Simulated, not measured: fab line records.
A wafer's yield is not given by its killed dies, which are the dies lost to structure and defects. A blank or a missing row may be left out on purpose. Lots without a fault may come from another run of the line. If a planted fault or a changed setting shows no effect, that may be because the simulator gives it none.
What tool caused it? + flow nand_harc + 14 lots, 42 wafers sampled, at 5 steps of a route of 1159

WHAT EACH GAUGE READ, for each wafer
NHARC_A_CONTACT_CD_MEAS_15.
| lot  | measured     | on        | cd_nm (nm)     |
|------|--------------|-----------|----------------|
| L114 | day 17 01:52 | cd_sem-01 | 89.7 90.9 90.2 |
| L113 | day 17 02:58 | cd_sem-01 | 91.3 91.3 91.1 |
| L117 | day 17 17:20 | cd_sem-01 | 90.3 90.0 89.6 |
| L115 | day 17 21:34 | cd_sem-03 | 91.0 89.6 90.7 |
| L118 | day 18 08:38 | cd_sem-01 | 90.4 90.3 89.7 |
| L124 | day 19 08:17 | cd_sem-02 | 89.4 88.8 90.2 |
| L126 | day 19 22:47 | cd_sem-02 | 89.1 89.8 89.6 |
| L125 | day 20 00:58 | cd_sem-03 | 89.7 90.4 89.3 |
| L128 | day 20 10:50 | cd_sem-02 | 89.4 90.0 89.5 |
| L127 | day 20 19:59 | cd_sem-01 | 90.6 91.3 90.8 |
| L129 | day 21 01:10 | cd_sem-03 | 89.0 89.4 89.3 |
| L134 | day 21 19:50 | cd_sem-01 | 90.6 91.1 90.5 |
| L136 | day 22 08:30 | cd_sem-03 | 90.6 89.9 91.0 |
| L135 | day 22 14:10 | cd_sem-03 | 90.5 89.8 90.1 |

NHARC_END_SORT_01.
| lot  | measured     | on        | killed_at_array | killed_at_other | killed_at_periphery | killed_dies | killed_open | killed_short |
|------|--------------|-----------|-----------------|-----------------|---------------------|-------------|-------------|--------------|
| L129 | day 23 15:04 | prober-02 | 20 26           | 6 1             | 3 5                 | 29 32       | 4 4         | 0 3          |

WHICH TOOL RAN EACH LOT (tool, then ch and the chambers of the sampled wafers, then the start)
| lot  | NHARC_A_CONTACT_DEP_85          | NHARC_A_CONTACT_ETCH_30            | NHARC_A_CONTACT_ETCH_134             |
|------|---------------------------------|------------------------------------|--------------------------------------|
| L114 | pecvd-01 ch 1,2, day 16 21:07   | rie_diel-06 ch 1,3, day 16 23:47   | har_cap_etch-02 ch 0,1, day 17 00:34 |
| L113 | pecvd-03 ch 1,2, day 16 23:33   | rie_diel-03 ch 1,2, day 17 01:05   | har_cap_etch-02 ch 0,1, day 17 01:34 |
| L117 | pecvd-03 ch 0,2, day 17 13:54   | rie_diel-06 ch 1,2, day 17 15:32   | har_cap_etch-03 ch 0,1, day 17 16:01 |
| L115 | pecvd-04 ch 0,1,2, day 17 17:58 | rie_diel-03 ch 0,1, day 17 19:34   | har_cap_etch-01 ch 0,1, day 17 20:13 |
| L118 | pecvd-04 ch 0,1, day 18 05:09   | rie_diel-03 ch 2,3, day 18 06:43   | har_cap_etch-03 ch 0,1, day 18 07:17 |
| L124 | pecvd-04 ch 0,1,2, day 19 05:05 | rie_diel-03 ch 0,1, day 19 06:30   | har_cap_etch-01 ch 0,1, day 19 07:00 |
| L126 | pecvd-01 ch 1,2, day 19 19:32   | rie_diel-03 ch 1,2,3, day 19 20:59 | har_cap_etch-02 ch 0,1, day 19 21:26 |
| L125 | pecvd-03 ch 1,2, day 19 21:44   | rie_diel-12 ch 0,1,2, day 19 23:11 | har_cap_etch-03 ch 0,1, day 19 23:39 |
| L128 | pecvd-04 ch 0,1,2, day 20 07:40 | rie_diel-03 ch 2,3, day 20 09:03   | har_cap_etch-02 ch 0,1, day 20 09:37 |
| L127 | pecvd-03 ch 0,1, day 20 15:41   | rie_diel-06 ch 0,1, day 20 17:22   | har_cap_etch-02 ch 0,1, day 20 17:50 |
| L129 | pecvd-01 ch 0,1,2, day 20 21:24 | rie_diel-03 ch 1,2, day 20 22:52   | har_cap_etch-01 ch 0, day 20 23:28   |
| L134 | pecvd-03 ch 0,1, day 21 16:08   | rie_diel-12 ch 1,2, day 21 17:35   | har_cap_etch-01 ch 0,1, day 21 18:08 |
| L136 | pecvd-01 ch 0,1,2, day 22 05:17 | rie_diel-12 ch 2,3, day 22 06:43   | har_cap_etch-03 ch 0,1, day 22 07:11 |
| L135 | pecvd-04 ch 1,2, day 22 11:03   | rie_diel-06 ch 0,2,3, day 22 12:20 | har_cap_etch-01 ch 0,1, day 22 12:50 |
- NHARC_A_CONTACT_DEP_85: deposits SiON, target thk 50 nm.
- NHARC_A_CONTACT_ETCH_30: etches the open film in CF4/CHF3, target depth 60.5 nm, time 30.2 s.
- NHARC_A_CONTACT_ETCH_134: etches the open film in C4F8/O2/Ar, time 140 s, target depth 700 nm.

AS READ BY THE TOOLS THEMSELVES (means over the sampled wafers that have a number; for cases with no such wafer, the mark the record gives instead)
NHARC_A_CONTACT_DEP_85.
| lot  | tool     | heater_power_w (W) |
|------|----------|--------------------|
| L114 | pecvd-01 | 615                |
| L113 | pecvd-03 | 731                |
| L117 | pecvd-03 | 679                |
| L115 | pecvd-04 | 821                |
| L118 | pecvd-04 | 783                |
| L124 | pecvd-04 | 789                |
| L126 | pecvd-01 | 720                |
| L125 | pecvd-03 | 775                |
| L128 | pecvd-04 | 801                |
| L127 | pecvd-03 | 641                |
| L129 | pecvd-01 | 634                |
| L134 | pecvd-03 | 754                |
| L136 | pecvd-01 | 691                |
| L135 | pecvd-04 | 744                |

NHARC_A_CONTACT_ETCH_30.
| lot  | tool        | drypump_motor_current_A (A) | oes_product_au (a.u.) | rf_vpp_V (V) | showerhead_plenum_p_Torr (Torr) | throttle_valve_pct (%) |
|------|-------------|-----------------------------|-----------------------|--------------|---------------------------------|------------------------|
| L114 | rie_diel-06 | 5.9                         | 0.916                 | 372.4        | 1.62                            | 16.798                 |
| L113 | rie_diel-03 | 5.6                         | 0.920                 | 370.3        | 1.56                            | 16.804                 |
| L117 | rie_diel-06 | 5.9                         | 0.916                 | 371.4        | 1.61                            | 16.810                 |
| L115 | rie_diel-03 | 6.1                         | 0.929                 | 369.1        | 1.55                            | 16.803                 |
| L118 | rie_diel-03 | 5.4                         | 0.990                 | 368.9        | 1.48                            | 16.798                 |
| L124 | rie_diel-03 | 6.0                         | 0.920                 | 370.0        | 1.55                            | 16.802                 |
| L126 | rie_diel-03 | 5.5                         | 0.885                 | 368.6        | 1.52                            | 16.806                 |
| L125 | rie_diel-12 | 5.7                         | 0.923                 | 370.9        | 1.58                            | 16.796                 |
| L128 | rie_diel-03 | 5.4                         | 0.896                 | 367.0        | 1.47                            | 16.796                 |
| L127 | rie_diel-06 | 5.7                         | 0.935                 | 371.2        | 1.58                            | 16.799                 |
| L129 | rie_diel-03 | 5.6                         | 0.847                 | 370.3        | 1.56                            | 16.796                 |
| L134 | rie_diel-12 | 5.8                         | 0.966                 | 370.6        | 1.59                            | 16.795                 |
| L136 | rie_diel-12 | 4.9                         | 0.926                 | 369.5        | 1.52                            | 16.793                 |
| L135 | rie_diel-06 | 5.8                         | 0.933                 | 369.8        | 1.58                            | 16.804                 |

THE ANSWER, worked out from the rows above alone
Rule: usual is defined by the lots themselves. The widest of any qualifying gaps counts: lots, ordered by their means at a reading, are off when they make up no more than a third of the lots, leave a main group of 4 or more, and stand apart from it by 3 or more times the standard deviation of that group's means. A main group whose means are all the same, to the digits that the tables above print for the reading, isn't used. Also off: a lot with no number at a reading for which 4 or more lots have one. All remaining lots with rows at the step are treated as sound. First the gauges in route order, then the tools' own readings, where a lot's mean is used as printed above. The first step at which some lot is off is used, and at that step the reading that is off furthest; a lot without a number counts as furthest.
None of the lots is off at any reading shown; this tells nothing.

WHAT THE SIMULATOR PUT IN
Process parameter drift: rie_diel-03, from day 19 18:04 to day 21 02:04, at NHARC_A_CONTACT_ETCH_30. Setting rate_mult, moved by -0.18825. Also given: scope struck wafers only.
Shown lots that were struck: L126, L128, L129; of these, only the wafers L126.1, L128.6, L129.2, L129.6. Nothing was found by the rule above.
